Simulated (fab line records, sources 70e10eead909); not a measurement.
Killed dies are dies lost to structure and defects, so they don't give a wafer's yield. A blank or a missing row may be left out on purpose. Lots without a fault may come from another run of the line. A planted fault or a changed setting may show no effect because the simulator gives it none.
fab line records | flow nand_harc
record lots=12 wafers=36 last_day=34
route steps=1302 shown P_M0@270 P_M1@290 END@1302
lots that met no fault: from a run of the same line without faults
start_h: hours from the record's first day to the start of the lot's first wafer shown | wait_h: hours since the lot's step before | " the same as in the row above | L1.1+2: a row that stands for several wafers | - no value, or no start given | * or withheld: withheld | < > ~ a bound
route shown NAME@n: a module of which the file shows steps, and the number in the route of the first | usual: mean/standard deviation of fault-free wafers | same: alike in all rows | chamber/n: place in a boat | sites: the reading at each site | _std_site: their standard deviation | _edge_site: outer sites' mean less inner sites' | radius_mm: how far each site lies from the wafer's centre | mask NAME#n: copy n | behind: the tool/chamber that last shaped the wafer | hold: why the lot was held/for how many hours/how that ended | device: the transistor (n, p or np) that didn't switch | end of line: the same wafers' tests at the end of the route | a step without rows: its recipe alone | killed: dies lost to structure and defects at the first sort, not the wafer's yield | map: a wafer's dies, x killed, . not, _ none there
set.NAME: the setting as run; set.NAME@STEP: as run at that earlier step | model.NAME: the simulator's own value behind a step, which no gauge read
steps of the route over a sample of lots; a table a step, a row a wafer
services: from which hour (start_h, from the record's first day; less than 0 if before it) a tool's chamber was out of use, for how many hours, and why
## steps
# step NHARC_P_M0_STRIP_18
# recipe power_w=1000 n2_flow_sccm=150 h2_flow_sccm=150 ar_flow_sccm=0 bias_w=0 chemistry=N2/H2
# usual drypump_motor_current_A=5.7/0.34 n2_flow_sccm=150.0/0.41 oes_product_au=1.000/0.012 rf_vpp_V=90.5/1.1 showerhead_plenum_p_Torr=2.02/0.091 throttle_valve_pct=14.171/0.0079
# columns lot.wafer tool chamber start_h wait_h drypump_motor_current_A n2_flow_sccm oes_product_au rf_hours_counter_h rf_vpp_V showerhead_plenum_p_Torr throttle_valve_pct
L149.1 rie_diel-12 2 139.43 0.1 5.9 149.9 0.996 16 90.4 2.12 14.165
L149.3 " 3 " " 6.1 149.6 0.999 11 91.2 2.13 14.175
L149.4 " 2 " " 5.9 149.1 0.995 - 90.2 2.12 14.172
L152.3 rie_diel-03 0 175.44 0.1 5.8 150.1 1.006 9 89.4 1.92 14.164
L152.1 " 2 " " 5.8 150.8 0.992 10 89.7 1.96 14.168
L152.4 " 0 " " 5.8 150.2 0.992 - 90.1 1.92 14.182
L153.2 rie_diel-08 3 182.72 0.1 6.4 150.4 1.000 65 90.3 2.15 14.181
L153.4 " 0 " " 5.8 149.8 1.008 56 90.8 1.91 14.167
L153.3 " 1 " " 5.5 149.8 1.014 54 89.8 1.99 14.178
L159.3 rie_diel-03 3 246.01 0.1 5.3 150.6 1.008 17 90.9 2.18 14.170
L159.1 " 1 " " 5.1 150.0 1.014 21 90.3 1.99 14.163
L159.4 " 2 " " 5.9 149.5 0.988 23 88.2 1.95 14.178
L161.1 rie_diel-12 0 269.04 0.1 5.8 149.9 0.997 51 89.2 2.00 14.177
L161.5 " 3 " " 6.0 150.6 0.997 - 91.4 2.11 14.165
L161.6 " 0 " " 5.8 150.0 0.992 - 91.3 2.00 14.163
L162.3 rie_diel-03 2 270.66 0.1 5.8 150.3 0.987 24 89.4 1.95 14.173
L162.1 " 3 " " 5.2 150.4 1.005 19 91.5 2.18 14.170
L162.6 " 1 " " 5.1 150.6 0.997 - 90.9 1.99 14.178
L163.2 rie_diel-12 0 284.62 0.1 5.8 150.2 0.994 4 91.4 2.00 14.163
L163.5 " 1 " " 5.6 150.0 1.016 - 92.0 1.98 14.159
L163.6 " 0 " " 5.8 149.0 0.994 - 90.8 2.00 14.168
L164.3 rie_diel-03 0 298.65 0.1 5.8 150.0 0.983 2 91.2 1.92 14.181
L164.2 " 1 " " 5.1 150.7 0.999 2 90.4 1.98 14.161
L164.5 " 1 " " 5.1 151.2 1.003 - 90.6 1.98 14.168
L165.2 rie_diel-12 1 304.18 0.1 5.6 149.4 0.994 11 92.0 1.98 14.170
L165.3 " 3 " " 6.1 150.0 1.001 13 89.5 2.11 14.178
L165.5 " 0 " " 5.8 150.4 0.988 - 90.5 2.00 14.167
L166.2 rie_diel-03 1 318.96 0.1 5.1 149.9 0.991 7 89.6 1.98 14.164
L166.4 " 3 " " 5.2 149.0 0.980 4 89.1 2.18 14.164
L166.5 " 2 " " 5.8 150.3 0.973 - 90.8 1.95 14.188
L167.2 rie_diel-08 1 324.54 0.1 5.4 149.7 0.998 45 89.7 1.97 14.174
L167.3 " 2 " " 5.9 150.2 0.971 42 90.2 2.10 14.174
L167.5 " 1 " " 5.4 149.7 0.993 - 89.6 1.97 14.162
L170.4 rie_diel-12 0 356.10 0.1 5.8 149.7 0.976 18 91.0 2.00 14.164
L170.1 " 1 " " 5.6 150.0 0.987 27 90.4 1.97 14.165
L170.5 " 0 " " 5.8 150.6 0.975 - 91.1 2.00 14.181
# step NHARC_P_M0_THK_MEAS_24
# recipe thk_meas_gauge=xrf
# usual thk_nm=117.9/1.7
# columns lot.wafer tool chamber start_h wait_h thk_nm
L149.1 film_metro-01 - 141.40 - 118.7
L149.3 " - " " 115.5
L149.4 " - " " 120.4
L152.1 film_metro-02 - 177.43 - 118.5
L152.3 " - " " 117.5
L152.4 " - " " 119.8
L153.2 film_metro-02 - 184.63 - 118.7
L153.3 " - " " 118.8
L153.4 " - " " 117.9
L159.1 film_metro-02 - 247.96 - 117.8
L159.3 " - " " 115.7
L159.4 " - " " 117.7
L161.1 film_metro-01 - 270.95 - 117.7
L161.5 " - " " 118.4
L161.6 " - " " 116.9
L162.1 film_metro-02 - 272.59 - 118.2
L162.3 " - " " 117.4
L162.6 " - " " 120.8
L163.2 film_metro-02 - 286.67 - 117.8
L163.5 " - " " 117.4
L163.6 " - " " 118.7
L164.2 film_metro-01 - 300.64 - 117.6
L164.3 " - " " 121.4
L164.5 " - " " 122.4
L165.2 film_metro-01 - 306.10 - 119.5
L165.3 " - " " 120.0
L165.5 " - " " 114.2
L166.2 film_metro-01 - 320.90 - 117.5
L166.4 " - " " 119.9
L166.5 " - " " 115.6
L167.2 film_metro-01 - 326.48 - 119.7
L167.3 " - " " 118.1
L167.5 " - " " 121.1
L170.1 film_metro-01 - 358.10 - 116.8
L170.4 " - " " 112.6
L170.5 " - " " 117.7
# step NHARC_P_M1_SOFTBAKE_04
# recipe temp_c=105 time_s=55
# usual heater_power_total_W=188.47/0.14
# columns lot.wafer tool chamber start_h wait_h heater_power_total_W
L149.1 litho_track-06 0 142 - 188.39
L149.3 " 0 " " 188.76
L149.4 " 0 " " 188.40
L152.1 litho_track-04 0 178 - 194.03
L152.3 " 0 " " 193.90
L152.4 " 0 " " 193.80
L153.2 litho_track-04 0 185 - 194.08
L153.3 " 0 " " 193.90
L153.4 " 0 " " 193.96
L159.1 litho_track-04 0 249 - 188.62
L159.3 " 0 " " 188.76
L159.4 " 0 " " 188.33
L161.1 litho_track-04 0 272 - 188.34
L161.5 " 0 " " 188.35
L161.6 " 0 " " 188.61
L162.1 litho_track-04 0 273 - 188.33
L162.3 " 0 " " 188.39
L162.6 " 0 " " 188.54
L163.2 litho_track-04 0 287 - 188.44
L163.5 " 0 " " 188.47
L163.6 " 0 " " 188.74
L164.2 litho_track-01 0 301 - 188.50
L164.3 " 0 " " 188.42
L164.5 " 0 " " 188.51
L165.2 litho_track-04 0 307 - 188.48
L165.3 " 0 " " 188.41
L165.5 " 0 " " 188.32
L166.2 litho_track-06 0 322 - 188.39
L166.4 " 0 " " 188.37
L166.5 " 0 " " 188.53
L167.2 litho_track-06 0 327 - 188.50
L167.3 " 0 " " 188.32
L167.5 " 0 " " 188.47
L170.1 litho_track-01 0 359 - 188.31
L170.4 " 0 " " 188.38
L170.5 " 0 " " 188.45
# step NHARC_P_M1_ETCH_35
# recipe target_depth_a=400 overetch_a=120 time_s=43.94 ion_energy_ev=200 n2_flow_sccm=150 h2_flow_sccm=150 ar_flow_sccm=0 rf_w=400 bias_w=150 chemistry=N2/H2
# usual drypump_motor_current_A=5.7/0.4 n2_flow_sccm=150.0/0.51 oes_product_au=1.005/0.013 rf_vpp_V=430.4/2.5 showerhead_plenum_p_Torr=2.03/0.089 throttle_valve_pct=14.172/0.0095
# columns lot.wafer tool chamber start_h wait_h drypump_motor_current_A n2_flow_sccm oes_product_au rf_hours_counter_h rf_vpp_V showerhead_plenum_p_Torr throttle_valve_pct
L149.3 rie_diel-02 2 143.22 0.1 5.5 149.6 1.008 6 432.7 2.13 14.176
L149.4 " 3 " " 5.8 149.5 0.973 6 433.3 2.15 14.187
L149.1 " 0 " " 5.1 149.7 0.977 4 429.0 1.98 14.168
L152.1 rie_diel-02 0 179.10 0.1 5.1 150.5 0.981 7 429.2 1.98 14.176
L152.4 " 2 " " 5.4 149.2 1.004 8 433.8 2.13 14.175
L152.3 " 3 " " 5.8 150.7 0.996 8 432.5 2.15 14.176
L153.2 rie_diel-07 2 186.33 0.1 5.9 149.4 1.006 12 431.1 2.05 14.176
L153.3 " 3 " " 4.9 149.6 1.003 18 428.7 1.96 14.194
L153.4 " 0 " " 5.9 149.7 1.002 21 430.2 2.04 14.175
L159.3 rie_diel-01 1 249.93 0.1 5.6 150.4 0.988 3 430.6 2.06 14.178
L159.4 " 2 " " 5.3 151.4 0.987 3 426.9 1.93 14.182
L159.1 " 0 " " 6.3 149.7 1.028 3 429.3 1.97 14.171
L161.1 rie_diel-02 3 273.08 0.1 5.8 150.0 1.005 3 432.9 2.15 14.167
L161.6 " 1 " " 6.1 151.1 1.024 - 426.2 1.91 14.179
L161.5 " 2 " " 5.5 150.1 1.035 - 432.9 2.13 14.147
L162.1 rie_diel-01 1 274.48 0.1 5.6 150.0 1.003 5 430.9 2.05 14.172
L162.3 " 2 " " 5.3 149.8 0.992 5 427.6 1.93 14.162
L162.6 " 1 " " 5.5 149.8 0.995 - 431.3 2.05 14.187
L163.2 rie_diel-01 0 288.37 0.1 6.3 150.2 1.032 7 428.8 1.97 14.188
L163.5 " 0 " " 6.3 150.5 1.025 - 426.7 1.97 14.169
L163.6 " 1 " " 5.5 149.2 1.001 - 432.2 2.05 14.157
L164.3 rie_diel-02 1 302.46 0.1 6.1 149.9 1.002 5 428.1 1.91 14.170
L164.2 " 2 " " 5.5 149.6 1.024 5 431.8 2.13 14.169
L164.5 " 0 " " 5.1 149.7 0.991 - 428.0 1.98 14.179
L165.3 rie_diel-02 3 307.92 0.1 5.8 149.1 1.005 5 434.4 2.15 14.172
L165.2 " 0 " " 5.1 149.6 0.992 6 429.0 1.98 14.173
L165.5 " 2 " " 5.5 149.8 1.021 - 432.6 2.13 14.169
L166.2 rie_diel-01 1 322.72 0.1 5.5 150.3 0.999 8 431.7 2.05 14.159
L166.4 " 0 " " 6.3 150.4 1.016 9 427.6 1.97 14.164
L166.5 " 2 " " 5.3 149.9 0.985 - 428.0 1.93 14.179
L167.3 rie_diel-02 1 328.19 0.1 6.1 150.2 1.010 8 427.0 1.91 14.181
L167.2 " 3 " " 5.8 150.6 0.998 7 432.7 2.15 14.163
L167.5 " 2 " " 5.5 150.6 1.013 - 433.8 2.13 14.182
L170.4 rie_diel-02 3 359.90 0.1 5.8 149.2 1.019 10 434.2 2.15 14.177
L170.1 " 0 " " 5.1 149.6 0.993 10 429.5 1.98 14.174
L170.5 " 3 " " 5.8 149.5 1.015 - 433.7 2.15 14.160
# step NHARC_END_SORT_01
# recipe temp_c=25
# usual defect_limited_yield=90.9/2.4 killed_at_array=56/17 killed_at_other=1.2/1.4 killed_at_periphery=4/3.2 killed_dies=61/16 killed_open=3.6/2.1 killed_short=2.7/1.8
# same gross_dies=677
# columns lot.wafer tool chamber start_h wait_h defect_limited_yield[%] killed_at_array killed_at_other killed_at_periphery killed_dies killed_open killed_short
L161.1 prober-01 0 706.52 2.5 92.6 47 0 3 50 2 1
L161.5 prober-01 0 709.72 3.7 89.7 60 4 6 70 6 4
L161.6 prober-01 0 710.52 4.0 88.0 76 3 2 81 5 2
L159.1 prober-02 0 706.58 2.6 90.1 61 0 6 67 3 6
# killed by level:class
L161.1 A_CHANNEL_HOLE_D1:chamber_film_flake=21 A_CHANNEL_HOLE_D2:chamber_film_flake=15 A_CONTACT:chamber_film_flake=5 A_STAIRCASE:chamber_film_flake=3 P_M0:geometric_particle:open=2 P_M2:chamber_film_flake=1 A_BLC:geometric_particle:short=1 A_SLIT:chamber_film_flake=1
L159.1 A_SLIT:chamber_film_flake=37 A_CHANNEL_HOLE_D1:chamber_film_flake=6 A_CONTACT:chamber_film_flake=6 P_M2:chamber_film_flake=3 A_WL_FILL:geometric_particle:short=2 A_CHANNEL_HOLE_D2:chamber_film_flake=2 A_SGD_CUT:chamber_film_flake=2 P_STI:geometric_particle:short=1
L161.5 A_CHANNEL_HOLE_D2:chamber_film_flake=25 A_CHANNEL_HOLE_D1:chamber_film_flake=21 THIN_TSV:chamber_film_flake=4 A_CONTACT:chamber_film_flake=3 P_GATE:chamber_film_flake=3 A_M0:geometric_particle:open=2 A_WL_FILL:chamber_film_flake=2 P_STI:geometric_particle:open=1
L161.6 A_CHANNEL_HOLE_D1:chamber_film_flake=37 A_CHANNEL_HOLE_D2:chamber_film_flake=18 A_CONTACT:chamber_film_flake=9 A_SLIT:chamber_film_flake=4 A_BLC:geometric_particle:open=2 THIN_TSV:chamber_film_flake=2 A_CHANNEL_HOLE_D1:geometric_particle:short=1 A_DECK1_JOINT:geometric_particle:short=1
## services
# columns tool chamber start_h hours kind
rie_diel-02 - 118.94 0.8 repair
rie_diel-02 0 121.72 1.5 repair
rie_diel-02 0 128.83 4.5 repair
rie_diel-12 1 137.57 9.9 repair
rie_diel-02 0 145.81 1.9 repair
litho_track-01 - 155.00 7.0 pm
rie_diel-03 3 171.80 6.1 repair
rie_diel-12 - 177.68 1.4 repair
rie_diel-03 3 177.94 6.1 repair
litho_track-06 - 179.00 7.0 pm
rie_diel-08 - 190.88 9.0 pm
litho_track-04 - 203.00 7.0 pm
rie_diel-01 - 203.81 9.0 pm
rie_diel-02 0 210.71 9.6 repair
rie_diel-02 - 216.70 9.0 pm
rie_diel-01 2 230.95 4.5 repair
rie_diel-12 - 269.73 9.0 pm
rie_diel-03 3 280.78 16.3 repair
rie_diel-03 - 281.89 9.0 pm
rie_diel-12 2 283.17 8.2 repair
rie_diel-12 0 285.25 17.2 repair
rie_diel-03 2 295.98 7.3 repair
litho_track-01 - 330.00 7.0 pm
litho_track-06 - 354.00 7.0 pm
## key
first_sign step=NHARC_P_M1_SOFTBAKE_04 reading=heater_power_total_W direction=up sigmas=39 usual=* struck=*
effect none on later readings
met_at NHARC_P_M1_SOFTBAKE_04
struck_lots L152,L153
loop_trim step=NHARC_P_M1_EXPOSE_06 setting=dose lots=L153
not_acting_at NHARC_P_M0_STRIP_18,NHARC_P_M0_THK_MEAS_24,NHARC_P_M1_ETCH_35
fault kind=process_parameter_drift tool=litho_track-04 chamber=- onset_h=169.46 steps=NHARC_P_M1_SOFTBAKE_04 channel=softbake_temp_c offset=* shape=step end_h=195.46 acts_in=* stated=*
# loop_trim: a control loop set the setting to another value than it would have without faults
